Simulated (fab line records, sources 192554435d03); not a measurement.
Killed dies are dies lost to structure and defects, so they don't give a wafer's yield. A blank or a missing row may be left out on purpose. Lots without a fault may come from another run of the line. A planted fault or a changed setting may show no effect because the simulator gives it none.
fab line records | flow n5_finfet
record lots=24 wafers=72 last_day=18
route steps=1938 shown BEOL_M7@1309 BEOL_M8@1332
lots that met no fault: from a run of the same line without faults
start_h: hours from the record's first day to the start of the lot's first wafer shown | wait_h: hours since the lot's step before | " the same as in the row above | L1.1+2: a row that stands for several wafers | - no value, or no start given | * or withheld: withheld | < > ~ a bound
route shown NAME@n: a module of which the file shows steps, and the number in the route of the first | usual: mean/standard deviation of fault-free wafers | same: alike in all rows | chamber/n: place in a boat | sites: the reading at each site | _std_site: their standard deviation | _edge_site: outer sites' mean less inner sites' | radius_mm: how far each site lies from the wafer's centre | mask NAME#n: copy n | behind: the tool/chamber that last shaped the wafer | hold: why the lot was held/for how many hours/how that ended | device: the transistor (n, p or np) that didn't switch | end of line: the same wafers' tests at the end of the route | a step without rows: its recipe alone | killed: dies lost to structure and defects at the first sort, not the wafer's yield | map: a wafer's dies, x killed, . not, _ none there
set.NAME: the setting as run; set.NAME@STEP: as run at that earlier step | model.NAME: the simulator's own value behind a step, which no gauge read
steps of the route over a sample of lots; a table a step, a row a wafer
services: from which hour (start_h, from the record's first day; less than 0 if before it) a tool's chamber was out of use, for how many hours, and why
## steps
# step N5_BEOL_M7_ETCH_41
# recipe chemistry=CH3F/O2 target=SiCN target_depth_a=319 taper_deg=2 time_s=57.8 ion_energy_ev=120 mask_material=TiN pressure_mtorr=30 source_w=395 bias_w=75 Ar_flow_sccm=150 CH3F_flow_sccm=30 O2_flow_sccm=20
# usual bias_w=74.98/0.2 drypump_motor_current_A=5.8/0.71 oes_product_au=0.75/0.057 rf_vpp_V=296.8/1.4 showerhead_plenum_p_Torr=1.98/0.053 throttle_valve_pct=16.24/0.18
# same time_s=57.8
# columns lot.wafer tool chamber start_h wait_h bias_w drypump_motor_current_A oes_product_au rf_hours_counter_h rf_vpp_V showerhead_plenum_p_Torr throttle_valve_pct
L074.1 rie_diel-04 3 - - 74.61 6.7 0.82 66 295.8 1.94 16.15
L074.4 " 0 " " 75.06 5.4 0.72 194 298.1 2.06 16.26
L074.6 " 2 " " 75.02 6.5 0.87 - 296.0 1.96 15.98
L075.3 rie_diel-01 2 - - 75.00 5.2 0.71 - 295.3 2.00 16.10
L075.4 " 2 " " 75.08 5.2 0.71 - 298.0 2.00 16.09
L075.5 " 2 " " 74.99 5.2 0.72 - 298.6 2.00 16.11
L076.3 rie_diel-04 1 - - 74.81 4.7 0.73 167 299.3 2.08 16.21
L076.4 " 2 " " 75.10 6.5 0.87 24 296.0 1.96 15.98
L076.6 " 2 " " 75.05 6.5 0.87 - 296.4 1.96 16.00
L077.3 rie_diel-04 3 - - 74.89 6.7 0.83 72 296.8 1.94 16.16
L077.4 " 2 " " 74.93 6.5 0.87 26 295.0 1.96 15.97
L077.6 " 1 " " 75.17 4.7 0.73 - 299.9 2.08 16.18
L078.2 rie_diel-03 0 - - 75.32 6.4 0.78 101 296.9 2.00 16.07
L078.4 " 3 " " 75.21 6.4 0.72 215 297.0 1.96 16.33
L078.6 " 2 " " 74.81 6.6 0.75 - 296.1 1.90 16.41
L079.1 rie_diel-03 0 - - 74.87 6.4 0.78 103 296.9 2.00 16.06
L079.2 " 1 " " 75.16 5.3 0.82 58 296.8 2.03 15.86
L079.4 " 3 " " 75.33 6.4 0.72 217 298.0 1.96 16.34
L081.2 rie_diel-04 3 - - 75.17 6.8 0.82 81 295.8 1.94 16.18
L081.4 " 2 " " 75.00 6.5 0.85 35 296.3 1.96 16.00
L081.6 " 2 " " 75.04 6.5 0.86 - 296.0 1.96 16.00
L080.1 rie_diel-01 3 - - 74.81 6.4 0.82 62 297.1 1.95 16.24
L080.3 " 2 " " 74.98 5.2 0.70 188 296.4 1.99 16.12
L080.6 " 1 " " 74.79 4.9 0.68 - 295.1 1.90 16.44
L083.1 rie_diel-03 3 - - 74.90 6.5 0.71 223 296.9 1.96 16.35
L083.4 " 0 " " 74.87 6.4 0.78 113 297.7 2.00 16.10
L083.5 " 2 " " 75.10 6.6 0.73 - 294.2 1.90 16.44
L082.1 rie_diel-03 2 - - 74.94 6.6 0.73 201 297.5 1.90 16.44
L082.2 " 0 " " 74.76 6.4 0.77 116 298.1 1.99 16.11
L082.6 " 1 " " 74.83 5.3 0.81 - 299.3 2.03 15.86
L085.2 rie_diel-03 0 - - 75.05 6.4 0.77 117 296.7 1.99 16.11
L085.4 " 1 " " 75.30 5.3 0.80 72 298.2 2.03 15.88
L085.5 " 3 " " 74.81 6.4 0.71 - 296.0 1.96 16.36
L086.1 rie_diel-03 2 - - 75.19 6.6 0.72 204 295.0 1.90 16.44
L086.3 " 1 " " 74.89 5.3 0.80 74 297.7 2.03 15.87
L086.5 " 0 " " 75.04 6.4 0.77 - 297.1 1.99 16.12
L087.3 rie_diel-01 2 - - 74.51 5.2 0.70 194 295.4 1.99 16.13
L087.4 " 3 " " 75.12 6.4 0.83 67 296.3 1.95 16.25
L087.6 " 2 " " 74.67 5.2 0.69 - 297.5 1.99 16.12
L084.3 rie_diel-01 1 - - 74.89 4.9 0.67 228 296.4 1.89 16.46
L084.5 " 3 " " 74.62 6.4 0.82 - 297.4 1.95 16.25
L084.6 " 2 " " 75.14 5.2 0.69 - 295.9 1.99 16.14
L089.4 rie_diel-03 3 - - 75.06 6.4 0.70 237 296.9 1.96 16.36
L089.5 " 2 " " 74.93 6.6 0.72 - 293.2 1.90 16.48
L089.6 " 3 " " 75.19 6.5 0.70 - 296.7 1.95 16.37
L088.2 rie_diel-03 0 - - 75.03 6.4 0.75 127 297.4 1.99 16.11
L088.5 " 3 " " 74.97 6.4 0.70 - 297.6 1.96 16.38
L088.6 " 0 " " 74.63 6.4 0.76 - 297.8 1.99 16.12
L091.1 rie_diel-01 0 - - 75.25 5.6 0.77 158 295.9 2.01 16.48
L091.2 " 1 " " 74.84 4.9 0.68 235 295.6 1.89 16.46
L091.3 " 3 " " 74.68 6.4 0.82 75 295.1 1.95 16.28
L094.1 rie_diel-04 1 - - 74.79 4.7 0.71 198 299.2 2.07 16.25
L094.4 " 3 " " 75.04 6.8 0.78 102 296.7 1.93 16.21
L094.6 " 1 " " 74.83 4.7 0.71 - 298.8 2.07 16.26
L090.1 rie_diel-04 1 - - 75.08 4.7 0.71 200 298.5 2.07 16.26
L090.3 " 2 " " 75.40 6.5 0.82 60 296.2 1.95 16.04
L090.5 " 0 " " 74.82 5.4 0.70 - 298.5 2.05 16.32
L096.2 rie_diel-01 1 - - 74.55 4.9 0.67 241 296.0 1.89 16.47
L096.4 " 2 " " 74.38 5.2 0.67 207 296.8 1.99 16.16
L096.6 " 3 " " 74.90 6.4 0.82 - 295.9 1.95 16.27
L093.2 rie_diel-01 3 - - 75.13 6.4 0.82 81 295.7 1.95 16.27
L093.5 " 3 " " 75.03 6.4 0.81 - 296.6 1.95 16.27
L093.6 " 2 " " 75.14 5.2 0.68 - 295.0 1.99 16.16
L092.3 rie_diel-01 0 - - 75.28 5.6 0.76 164 297.5 2.01 16.50
L092.5 " 1 " " 74.79 4.9 0.67 - 295.2 1.89 16.48
L092.6 " 2 " " 75.13 5.2 0.68 - 298.0 1.99 16.16
L095.1 rie_diel-01 2 - - 75.04 5.2 0.68 210 297.1 1.99 16.18
L095.3 " 0 " " 74.94 5.6 0.77 165 298.2 2.01 16.51
L095.4 " 1 " " 74.83 4.9 0.67 243 295.1 1.89 16.48
L097.1 rie_diel-04 1 - - 74.80 4.7 0.70 205 299.6 2.06 16.26
L097.5 " 2 " " 74.92 6.5 0.81 - 296.2 1.94 16.06
L097.6 " 3 " " 74.84 6.8 0.79 - 296.5 1.93 16.23
# step N5_BEOL_M7_CURE_75
# recipe temp_c=370 time_s=120 ambient=DMADMS/He material=SiCOH_lowk
# usual lamp_power_pct=52.32/0.052 wafer_temp_C_max=371.8/0.57
# same time_s=120
# columns lot.wafer tool chamber start_h wait_h lamp_power_pct wafer_temp_C_max
L074.1 uv_cure-01 0 195.62 0.2 52.28 372.9
L074.4 " 0 " " 52.23 371.6
L074.6 " 0 " " 52.34 371.9
L075.3 uv_cure-02 1 205.62 0.1 52.31 371.9
L075.4 " 1 " " 52.35 371.8
L075.5 " 1 " " 52.36 372.1
L076.3 uv_cure-02 0 208.27 0.1 52.29 371.0
L076.4 " 0 " " 52.34 371.2
L076.6 " 0 " " 52.22 371.3
L077.3 uv_cure-02 2 215.97 0.1 52.29 371.8
L077.4 " 2 " " 52.29 371.6
L077.6 " 2 " " 52.41 372.3
L078.2 uv_cure-03 1 224.38 0.1 52.31 371.5
L078.4 " 1 " " 52.23 371.2
L078.6 " 1 " " 52.30 371.3
L079.1 uv_cure-01 1 232.97 0.0 52.29 371.6
L079.2 " 1 " " 52.26 371.5
L079.4 " 1 " " 52.32 371.2
L081.2 uv_cure-03 2 246.77 0.1 52.41 372.7
L081.4 " 2 " " 52.38 372.8
L081.6 " 2 " " 52.33 373.5
L080.1 uv_cure-02 1 265.58 0.0 52.40 371.3
L080.3 " 1 " " 52.37 371.5
L080.6 " 1 " " 52.35 371.7
L083.1 uv_cure-02 2 268.00 0.0 52.28 371.5
L083.4 " 2 " " 52.39 371.0
L083.5 " 2 " " 52.20 371.4
L082.1 uv_cure-02 1 278.83 0.0 52.35 372.1
L082.2 " 1 " " 52.28 372.1
L082.6 " 1 " " 52.30 371.5
L085.2 uv_cure-02 0 282.66 0.1 52.33 372.7
L085.4 " 0 " " 52.38 371.5
L085.5 " 0 " " 52.24 371.3
L086.1 uv_cure-02 2 291.13 0.1 52.29 371.6
L086.3 " 2 " " 52.27 371.4
L086.5 " 2 " " 52.28 371.9
L087.3 uv_cure-01 1 291.33 0.1 52.31 371.6
L087.4 " 1 " " 52.37 371.5
L087.6 " 1 " " 52.37 371.0
L084.3 uv_cure-02 1 293.26 0.1 52.36 372.2
L084.5 " 1 " " 52.35 372.3
L084.6 " 1 " " 52.27 372.2
L089.4 uv_cure-03 1 313.38 0.2 52.33 371.2
L089.5 " 1 " " 52.39 371.0
L089.6 " 1 " " 52.30 371.4
L088.2 uv_cure-02 2 316.87 0.1 52.22 372.2
L088.5 " 2 " " 52.30 371.6
L088.6 " 2 " " 52.30 371.9
L091.1 uv_cure-03 0 318.79 0.0 52.27 370.6
L091.2 " 0 " " 52.31 370.9
L091.3 " 0 " " 52.31 370.8
L094.1 uv_cure-02 2 323.24 0.0 52.31 371.3
L094.4 " 2 " " 52.35 371.7
L094.6 " 2 " " 52.44 372.4
L090.1 uv_cure-02 2 330.26 0.0 52.37 371.7
L090.3 " 2 " " 52.26 371.7
L090.5 " 2 " " 52.30 372.0
L096.2 uv_cure-02 1 340.00 0.1 52.27 371.5
L096.4 " 1 " " 52.29 371.7
L096.6 " 1 " " 52.36 371.5
L093.2 uv_cure-02 1 340.84 0.1 52.40 372.9
L093.5 " 1 " " 52.34 372.1
L093.6 " 1 " " 52.44 371.8
L092.3 uv_cure-02 1 342.71 0.1 52.39 371.8
L092.5 " 1 " " 52.33 371.6
L092.6 " 1 " " 52.23 371.2
L095.1 uv_cure-02 2 347.09 0.2 52.35 372.2
L095.3 " 2 " " 52.28 372.1
L095.4 " 2 " " 52.26 371.8
L097.1 uv_cure-01 2 353.84 0.0 52.29 373.4
L097.5 " 2 " " 52.30 372.6
L097.6 " 2 " " 52.35 373.2
# step N5_BEOL_M8_ILD_DEP_00
# recipe material=SiCOH_lowk target_thk_a=1797.5 temp_c=300 precursor=DEMS/porogen pressure_torr=5 rf_w=500 time_s=33.4
# usual chamber_pressure_Torr=4.999/0.0094 heater_power_outer_w=135/36 heater_power_w=300/67 showerhead_plenum_p_Torr=5.743/0.016 throttle_valve_pct=13.5/0.49
# same time_s=33.4
# columns lot.wafer tool chamber start_h wait_h chamber_pressure_Torr heater_power_outer_w heater_power_w showerhead_plenum_p_Torr throttle_valve_pct
L074.1 pecvd-04 0 198.09 0.0 4.999 104 233 5.766 14.2
L074.4 " 0 " " 4.998 62 174 5.755 14.0
L074.6 " 2 " " 5.015 129 260 5.730 13.2
L075.3 pecvd-01 0 209.03 0.1 4.994 154 355 5.758 13.4
L075.4 " 1 " " 5.009 85 226 5.704 13.4
L075.5 " 1 " " 5.004 90 231 5.727 13.5
L076.3 pecvd-04 2 210.15 0.0 5.010 180 335 5.742 13.1
L076.4 " 2 " " 5.000 180 340 5.737 13.4
L076.6 " 0 " " 4.993 94 224 5.750 14.0
L077.3 pecvd-01 1 217.97 0.1 5.010 101 241 5.721 13.4
L077.4 " 0 " " 5.002 156 343 5.749 13.8
L077.6 " 0 " " 5.002 157 350 5.750 13.6
L078.2 pecvd-04 1 227.20 0.0 5.007 124 280 5.754 12.8
L078.4 " 2 " " 5.005 167 318 5.739 13.6
L078.6 " 1 " " 5.002 121 286 5.751 12.7
L079.1 pecvd-02 1 235.32 0.0 4.997 187 419 5.757 13.7
L079.2 " 2 " " 4.988 165 353 5.726 13.7
L079.4 " 1 " " 5.009 188 426 5.761 13.8
L081.2 pecvd-02 0 248.84 0.0 4.988 146 277 5.739 13.0
L081.4 " 0 " " 5.002 147 277 5.745 12.9
L081.6 " 1 " " 5.006 183 421 5.764 14.0
L080.1 pecvd-01 1 268.25 0.0 4.983 84 224 5.731 13.3
L080.3 " 0 " " 4.980 138 323 5.757 13.8
L080.6 " 0 " " 4.989 143 323 5.749 13.8
L083.1 pecvd-01 2 271.61 0.0 4.992 164 367 5.743 12.7
L083.4 " 1 " " 5.015 115 267 5.740 13.5
L083.5 " 2 " " 5.009 162 371 5.761 12.4
L082.1 pecvd-04 1 280.95 0.0 5.002 121 266 5.752 12.9
L082.2 " 2 " " 5.008 171 319 5.740 13.2
L082.6 " 0 " " 5.003 98 225 5.757 14.1
L085.2 pecvd-04 2 285.52 0.0 5.001 171 310 5.743 13.3
L085.4 " 0 " " 4.984 70 189 5.778 14.2
L085.5 " 1 " " 4.996 126 284 5.757 12.9
L086.1 pecvd-04 0 293.44 0.0 5.004 72 193 5.758 14.1
L086.3 " 1 " " 5.007 94 242 5.742 13.3
L086.5 " 0 " " 5.008 76 197 5.762 14.2
L087.3 pecvd-02 2 293.71 0.0 5.000 164 351 5.723 13.8
L087.4 " 0 " " 4.996 127 248 5.731 13.0
L087.6 " 1 " " 5.001 197 434 5.754 14.2
L084.3 pecvd-04 0 296.64 0.0 4.985 68 179 5.775 14.2
L084.5 " 2 " " 5.016 167 305 5.739 13.4
L084.6 " 0 " " 5.000 70 192 5.746 13.9
L089.4 pecvd-02 1 315.88 0.1 4.993 145 369 5.742 14.1
L089.5 " 2 " " 4.985 139 325 5.718 13.8
L089.6 " 0 " " 4.998 118 236 5.727 12.9
L088.2 pecvd-02 0 320.39 0.0 4.992 134 256 5.731 12.9
L088.5 " 1 " " 4.987 174 407 5.739 13.7
L088.6 " 0 " " 4.994 137 272 5.729 12.8
L091.1 pecvd-01 1 321.44 0.0 5.002 119 276 5.735 13.5
L091.2 " 2 " " 5.010 142 330 5.758 12.6
L091.3 " 0 " " 5.005 161 352 5.757 13.9
L094.1 pecvd-01 2 326.54 0.0 5.003 117 301 5.745 12.7
L094.4 " 2 " " 5.007 119 309 5.752 12.7
L094.6 " 1 " " 4.999 104 250 5.725 13.5
L090.1 pecvd-01 1 335.08 0.0 5.011 76 214 5.714 13.6
L090.3 " 0 " " 4.994 153 347 5.741 13.9
L090.5 " 1 " " 4.989 77 211 5.740 13.5
L096.2 pecvd-01 0 342.03 0.0 4.998 153 348 5.762 13.9
L096.4 " 2 " " 4.994 106 289 5.741 12.7
L096.6 " 0 " " 4.993 159 349 5.759 13.8
L093.2 pecvd-02 1 343.27 0.0 5.007 207 442 5.746 14.1
L093.5 " 2 " " 5.006 160 349 5.739 13.8
L093.6 " 0 " " 4.995 145 261 5.722 12.8
L092.3 pecvd-02 1 347.64 0.0 4.999 196 427 5.743 13.9
L092.5 " 1 " " 4.991 197 430 5.739 14.1
L092.6 " 0 " " 5.013 121 247 5.733 13.2
L095.1 pecvd-02 1 350.57 0.0 5.006 180 415 5.750 14.0
L095.3 " 0 " " 4.988 133 259 5.738 13.1
L095.4 " 1 " " 5.014 191 432 5.759 14.2
L097.1 pecvd-04 2 358.27 0.0 4.992 148 299 5.744 13.8
L097.5 " 0 " " 4.999 104 230 5.776 14.2
L097.6 " 2 " " 4.997 148 291 5.732 13.8
# step N5_BEOL_M8_HM_DEP_02
# recipe material=TiN target_thk_a=200 temp_c=25 chamber_pressure_pa=0.49996
# usual throttle_valve_pct=30.2/0.99
# columns lot.wafer tool chamber start_h wait_h throttle_valve_pct
L074.1 pvd_sputter-01 - 203.97 4.4 30.1
L074.4 " - " " 31.8
L074.6 " - " " 30.3
L075.3 pvd_sputter-03 - 213.26 3.6 28.7
L075.4 " - " " 30.2
L075.5 " - " " 30.1
L076.3 pvd_sputter-02 - 213.68 2.9 28.2
L076.4 " - " " 30.1
L076.6 " - " " 31.6
L077.3 pvd_sputter-03 - 219.37 0.8 29.7
L077.4 " - " " 31.3
L077.6 " - " " 28.8
L078.2 pvd_sputter-03 - 228.54 0.5 28.8
L078.4 " - " " 30.2
L078.6 " - " " 30.7
L079.1 pvd_sputter-03 - 237.83 1.1 30.4
L079.2 " - " " 31.4
L079.4 " - " " 30.3
L081.2 pvd_sputter-02 - 250.00 0.5 30.0
L081.4 " - " " 28.7
L081.6 " - " " 29.9
L080.1 pvd_sputter-01 - 270.36 1.4 30.0
L080.3 " - " " 31.6
L080.6 " - " " 32.0
L083.1 pvd_sputter-01 - 273.96 1.7 30.1
L083.4 " - " " 29.8
L083.5 " - " " 31.6
L082.1 pvd_sputter-02 - 282.22 0.6 29.9
L082.2 " - " " 31.7
L082.6 " - " " 30.1
L085.2 pvd_sputter-01 - 287.38 1.2 29.8
L085.4 " - " " 31.9
L085.5 " - " " 31.9
L087.3 pvd_sputter-02 - 295.09 0.8 30.3
L087.4 " - " " 32.0
L087.6 " - " " 28.3
L086.1 pvd_sputter-02 - 295.29 0.7 28.4
L086.3 " - " " 29.8
L086.5 " - " " 31.7
L084.3 pvd_sputter-03 - 298.72 1.5 30.1
L084.5 " - " " 31.3
L084.6 " - " " 28.9
L089.4 pvd_sputter-01 - 316.96 0.5 29.8
L089.5 " - " " 30.1
L089.6 " - " " 30.0
L088.2 pvd_sputter-01 - 322.66 1.6 30.1
L088.5 " - " " 30.0
L088.6 " - " " 29.8
L091.1 pvd_sputter-03 - 322.82 0.7 31.3
L091.2 " - " " 30.2
L091.3 " - " " 28.4
L094.1 pvd_sputter-02 - 330.10 2.8 28.4
L094.4 " - " " 30.2
L094.6 " - " " 30.1
L090.1 pvd_sputter-02 - 336.64 0.9 31.8
L090.3 " - " " 30.1
L090.5 " - " " 28.5
L096.2 pvd_sputter-01 - 343.33 0.7 29.7
L096.4 " - " " 31.8
L096.6 " - " " 29.7
L093.2 pvd_sputter-01 - 347.23 3.3 30.0
L093.5 " - " " 29.6
L093.6 " - " " 30.0
L092.3 pvd_sputter-01 - 348.59 0.3 31.6
L092.5 " - " " 30.5
L092.6 " - " " 30.1
L095.1 pvd_sputter-01 - 351.57 0.4 29.6
L095.3 " - " " 31.7
L095.4 " - " " 30.3
L097.1 pvd_sputter-03 - 359.90 0.5 28.8
L097.5 " - " " 30.3
L097.6 " - " " 30.8
# step N5_BEOL_M8_ETCH_62
# recipe chemistry=N2/H2 target=SOC target_depth_a=1100 overetch_a=220 mask_material=SiARC temp_c=40 time_s=165 ion_energy_ev=200 pressure_mtorr=30 source_w=840 bias_w=150 n2_flow_sccm=200 h2_flow_sccm=200
# usual bias_w=149.9/0.43 drypump_motor_current_A=5.8/0.59 oes_product_au=0.64/0.066 rf_vpp_V=523.0/2.5 showerhead_plenum_p_Torr=2.51/0.083 throttle_valve_pct=17.9/0.32
# same time_s=165
# columns lot.wafer tool chamber start_h wait_h bias_w drypump_motor_current_A oes_product_au rf_hours_counter_h rf_vpp_V showerhead_plenum_p_Torr throttle_valve_pct
L074.1 rie_diel-05 1 204.66 0.0 151.0 6.7 0.65 122 525.3 2.55 17.4
L074.4 " 3 " " 150.0 5.4 0.71 57 521.4 2.48 17.7
L074.6 " 3 " " 149.3 5.5 0.72 - 522.8 2.48 17.7
L075.3 rie_diel-05 0 214.08 0.0 149.9 6.5 0.68 108 523.8 2.56 17.7
L075.4 " 3 " " 150.3 5.4 0.71 60 522.7 2.48 17.7
L075.5 " 0 " " 149.7 6.4 0.68 - 524.6 2.56 17.8
L076.3 rie_diel-05 2 214.56 0.0 149.2 6.2 0.61 209 522.2 2.53 18.3
L076.4 " 1 " " 150.1 6.7 0.66 125 524.1 2.55 17.5
L076.6 " 2 " " 149.0 6.3 0.61 - 524.4 2.53 18.3
L077.3 rie_diel-06 1 220.04 0.0 150.1 5.5 0.59 203 520.8 2.41 18.3
L077.4 " 3 " " 148.9 5.0 0.61 191 520.7 2.43 17.5
L077.6 " 1 " " 150.3 5.5 0.59 - 520.3 2.41 18.3
L078.2 rie_diel-05 0 229.11 0.0 149.9 6.4 0.68 113 525.8 2.56 17.8
L078.4 " 1 " " 150.4 6.7 0.65 130 525.5 2.55 17.5
L078.6 " 3 " " 150.3 5.5 0.71 - 520.9 2.48 17.7
L079.1 rie_diel-06 2 238.56 0.0 150.0 4.9 0.57 229 525.6 2.61 18.3
L079.2 " 0 " " 149.5 5.8 0.58 235 520.9 2.40 18.1
L079.4 " 1 " " 149.3 5.5 0.59 208 521.2 2.41 18.3
L081.2 rie_diel-02 0 250.63 0.0 149.5 5.7 0.64 173 523.8 2.52 17.8
L081.4 " 3 " " 150.3 5.7 0.59 229 522.0 2.49 17.9
L081.6 " 3 " " 150.5 5.7 0.59 - 522.9 2.49 17.9
L080.1 rie_diel-05 3 270.95 0.0 150.0 5.5 0.70 76 523.2 2.47 17.8
L080.3 " 2 " " 149.7 6.3 0.60 224 522.8 2.52 18.4
L080.6 " 3 " " 149.7 5.5 0.70 - 522.1 2.47 17.8
L083.1 rie_diel-06 2 274.52 0.0 150.3 4.9 0.57 241 526.2 2.61 18.3
L083.4 " 1 " " 149.8 5.5 0.59 221 519.9 2.41 18.3
L083.5 " 1 " " 149.5 5.5 0.58 - 519.5 2.41 18.3
L082.1 rie_diel-02 0 282.90 0.0 149.9 5.7 0.63 183 523.0 2.52 17.8
L082.2 " 1 " " 150.8 6.7 0.66 116 526.2 2.65 17.4
L082.6 " 0 " " 149.5 5.7 0.63 - 524.8 2.52 17.8
L085.2 rie_diel-06 1 288.06 0.0 150.1 5.5 0.58 225 519.4 2.40 18.3
L085.4 " 3 " " 150.1 5.0 0.60 - 520.6 2.43 17.6
L085.5 " 2 " " 149.9 4.9 0.57 - 525.6 2.61 18.3
L087.3 rie_diel-06 1 295.78 0.0 149.6 5.5 0.58 228 521.5 2.40 18.3
L087.4 " 2 " " 149.5 4.9 0.56 - 526.5 2.61 18.3
L087.6 " 1 " " 150.2 5.5 0.57 - 520.3 2.40 18.3
L086.1 rie_diel-05 3 296.08 0.0 150.1 5.5 0.70 85 522.3 2.47 17.8
L086.3 " 1 " " 149.9 6.7 0.63 153 524.4 2.54 17.5
L086.5 " 2 " " 149.4 6.3 0.59 - 523.6 2.52 18.4
L084.3 rie_diel-05 1 299.40 0.0 149.5 6.7 0.63 154 523.0 2.53 17.5
L084.5 " 1 " " 149.7 6.7 0.63 - 524.1 2.53 17.5
L084.6 " 2 " " 150.3 6.3 0.59 - 523.4 2.52 18.4
L089.4 rie_diel-05 1 317.73 0.0 150.2 6.7 0.63 160 523.3 2.53 17.5
L089.5 " 2 " " 149.6 6.3 0.59 - 523.1 2.52 18.4
L089.6 " 1 " " 150.3 6.7 0.63 - 523.3 2.53 17.5
L088.2 rie_diel-05 2 323.22 0.0 150.2 6.3 0.59 243 521.6 2.52 18.4
L088.5 " 3 " " 150.4 5.5 0.68 - 521.3 2.46 17.8
L088.6 " 0 " " 149.4 6.4 0.66 - 523.7 2.54 17.8
L091.1 rie_diel-06 0 323.50 0.0 149.8 5.8 0.79 8 529.2 2.71 17.8
L091.2 " 1 " " 150.0 5.5 0.58 238 518.9 2.40 18.4
L091.3 " 3 " " 149.7 5.0 0.59 226 520.5 2.42 17.6
L094.1 rie_diel-06 3 330.84 0.0 149.8 5.0 0.59 227 520.0 2.42 17.6
L094.4 " 3 " " 150.6 5.0 0.59 - 521.6 2.42 17.6
L094.6 " 1 " " 150.9 5.5 0.57 - 521.0 2.40 18.4
L090.1 rie_diel-06 1 337.70 0.0 150.6 5.5 0.57 243 520.2 2.40 18.4
L090.3 " 0 " " 149.4 5.8 0.77 12 527.4 2.70 17.8
L090.5 " 1 " " 150.4 5.5 0.57 - 520.0 2.40 18.3
L096.2 rie_diel-06 0 344.01 0.0 150.2 5.8 0.78 14 529.7 2.70 17.8
L096.4 " 2 " " 150.0 4.9 0.81 4 524.6 2.60 17.8
L096.6 " 1 " " 149.3 5.5 0.57 - 519.1 2.40 18.4
L093.2 rie_diel-05 0 347.86 0.0 149.6 6.4 0.65 154 523.4 2.54 17.8
L093.5 " 1 " " 150.2 6.7 0.62 - 523.9 2.53 17.5
L093.6 " 0 " " 149.9 6.4 0.65 - 523.0 2.54 17.8
L092.3 rie_diel-06 2 349.27 0.0 150.1 4.9 0.81 5 524.9 2.60 17.8
L092.5 " 3 " " 150.5 5.0 0.59 - 519.3 2.42 17.6
L092.6 " 2 " " 150.2 4.9 0.80 - 527.7 2.60 17.8
L095.1 rie_diel-02 0 352.40 0.0 150.6 5.7 0.62 205 522.7 2.51 17.9
L095.3 " 3 " " 149.9 5.7 0.78 8 522.7 2.48 17.5
L095.4 " 1 " " 150.1 6.7 0.64 142 525.8 2.64 17.5
L097.1 rie_diel-02 3 360.58 0.0 150.3 5.8 0.78 10 523.0 2.48 17.5
L097.5 " 1 " " 150.4 6.7 0.63 - 525.5 2.64 17.5
L097.6 " 0 " " 149.7 5.7 0.63 - 523.4 2.51 17.8
# step N5_BEOL_M8_CD_MEAS_35
# recipe target_cd_nm=40 polarity=opening
# usual cd_nm=40.2/0.55
# columns lot.wafer tool chamber start_h wait_h cd_nm
L074.1 cd_sem-02 - 206.17 0.0 40.1
L074.4 " - " " 39.9
L074.6 " - " " 40.1
L075.3 cd_sem-03 - 215.76 0.0 39.7
L075.4 " - " " 39.8
L075.5 " - " " 39.8
L076.3 cd_sem-02 - 216.11 0.0 41.0
L076.4 " - " " 40.1
L076.6 " - " " 40.9
L077.3 cd_sem-02 - 223.31 0.0 39.2
L077.4 " - " " 39.8
L077.6 " - " " 40.1
L078.2 cd_sem-03 - 232.82 0.0 39.9
L078.4 " - " " 39.7
L078.6 " - " " 39.0
L079.1 cd_sem-02 - 242.50 0.0 40.3
L079.2 " - " " 40.9
L079.4 " - " " 41.9
L081.2 cd_sem-02 - 253.15 0.0 39.7
L081.4 " - " " 40.0
L081.6 " - " " 40.9
L080.1 cd_sem-01 - 274.09 0.0 40.1
L080.3 " - " " 40.5
L080.6 " - " " 40.1
L083.1 cd_sem-03 - 275.97 0.0 39.5
L083.4 " - " " 40.0
L083.5 " - " " 40.9
L082.1 cd_sem-02 - 284.76 0.0 39.5
L082.2 " - " " 39.1
L082.6 " - " " 39.2
L085.2 cd_sem-01 - 290.81 0.0 40.8
L085.4 " - " " 40.6
L085.5 " - " " 39.9
L087.3 cd_sem-01 - 298.36 0.0 41.2
L087.4 " - " " 40.4
L087.6 " - " " 41.0
L086.1 cd_sem-01 - 298.93 0.0 40.0
L086.3 " - " " 40.9
L086.5 " - " " 41.1
L084.3 cd_sem-03 - 302.67 0.0 40.2
L084.5 " - " " 39.7
L084.6 " - " " 40.2
L089.4 cd_sem-03 - 319.37 0.0 40.1
L089.5 " - " " 39.8
L089.6 " - " " 40.2
L088.2 cd_sem-03 - 326.25 0.0 40.1
L088.5 " - " " 40.3
L088.6 " - " " 40.3
L091.1 cd_sem-02 - 326.46 0.0 40.5
L091.2 " - " " 39.7
L091.3 " - " " 40.3
L094.1 cd_sem-01 - 333.62 0.0 39.8
L094.4 " - " " 39.8
L094.6 " - " " 39.6
L090.1 cd_sem-03 - 340.45 0.0 40.7
L090.3 " - " " 40.5
L090.5 " - " " 39.9
L096.2 cd_sem-03 - 346.84 0.0 40.9
L096.4 " - " " 39.9
L096.6 " - " " 39.7
L092.3 cd_sem-03 - 351.59 0.0 39.3
L092.5 " - " " 39.9
L092.6 " - " " 40.1
L093.2 cd_sem-03 - 352.69 0.0 40.1
L093.5 " - " " 40.1
L093.6 " - " " 40.4
L095.1 cd_sem-02 - 356.07 0.0 40.7
L095.3 " - " " 40.8
L095.4 " - " " 40.7
L097.1 cd_sem-01 - 365.48 0.0 40.6
L097.5 " - " " 40.2
L097.6 " - " " 40.3
## services
# columns tool chamber start_h hours kind
pecvd-04 - 172.67 5.6 repair
rie_diel-05 2 176.47 4.3 repair
pecvd-01 - 190.66 14.6 pm
rie_diel-01 0 192.03 15.2 repair
pvd_sputter-02 - 197.53 7.5 repair
rie_diel-01 3 199.51 13.7 repair
rie_diel-01 1 203.97 4.9 repair
uv_cure-02 - 225.19 7.1 pm
rie_diel-06 - 227.77 0.4 repair
rie_diel-05 3 229.94 6.9 repair
rie_diel-01 3 233.71 4.6 repair
rie_diel-05 2 235.44 7.4 repair
rie_diel-03 - 247.81 0.9 repair
rie_diel-05 - 260.09 1.4 repair
pecvd-04 0 281.77 3.5 repair
pecvd-02 - 282.92 1.1 repair
rie_diel-03 1 292.57 11.4 repair
pecvd-04 - 299.57 1.2 repair
rie_diel-06 1 306.01 2.9 repair
uv_cure-02 - 307.08 2.8 pm
rie_diel-04 - 307.34 1.1 repair
rie_diel-03 3 329.30 4.3 repair
rie_diel-04 3 332.64 7.5 repair
rie_diel-03 3 348.00 1.3 repair
## key
fault none
